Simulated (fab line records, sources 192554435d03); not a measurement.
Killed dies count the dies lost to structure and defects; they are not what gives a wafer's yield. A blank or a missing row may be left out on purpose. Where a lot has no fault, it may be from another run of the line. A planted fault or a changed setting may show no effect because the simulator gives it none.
Which tool did it? -- flow n5-finfet -- 12 lots (36 wafers sampled), 1 step of a 1938-step route

== WHAT THE GAUGES SHOWED, per wafer ==
N5_BEOL_M10_RS_MEAS_57: the measuring method here is four-point-probe.
lot,measured,on,M10_RS (ohm/sq)
L074,day 11 06:19,film-metro-02,0.1534 0.1467 0.1526
L078,day 12 07:14,film-metro-02,0.1537 0.1552 0.1519
L079,day 13 06:05,film-metro-01,0.1485 0.1539 0.1480
L080,day 13 10:09,film-metro-02,0.1541 0.1531 0.1490
L083,day 14 18:38,film-metro-02,0.1512 0.1533 0.1533
L084,day 15 11:42,film-metro-02,0.1521 0.1545 0.1530
L086,day 16 00:14,film-metro-01,0.1510 0.1505 0.1494
L089,day 16 03:22,film-metro-01,0.1515 0.1510 0.1508
L090,day 16 11:06,film-metro-02,0.1535 0.1502 0.1504
L094,day 16 22:40,film-metro-01,0.1501 0.1494 0.1522
L096,day 17 07:04,film-metro-01,0.1486 0.1502 0.1477
L097,day 18 12:18,film-metro-01,0.1476 0.1504 0.1493

== EACH LOT AND THE TOOL THAT RAN IT (in order: tool; ch and the chambers of the sampled wafers; start) ==
Before these readings, the record contains no process step.

== THE ANSWER, worked out from the rows above alone ==
Rule: usual is defined by the lots themselves. The widest of any qualifying gaps counts: lots, ordered by their means at a reading, are off when they make up no more than a third of the lots, leave a main group of 4 or more, and stand apart from it by 3 or more times the standard deviation of that group's means. If all means in a main group match to the digits the tables above print for the reading, that group is not used. A lot without any number at a reading at which 4 lots or more have one is off too. Any other lot the step has rows for is counted as sound.
Nothing can be told from this: no lot is off at any reading shown.

== WHAT HAD BEEN PUT IN BY THE SIMULATOR ==
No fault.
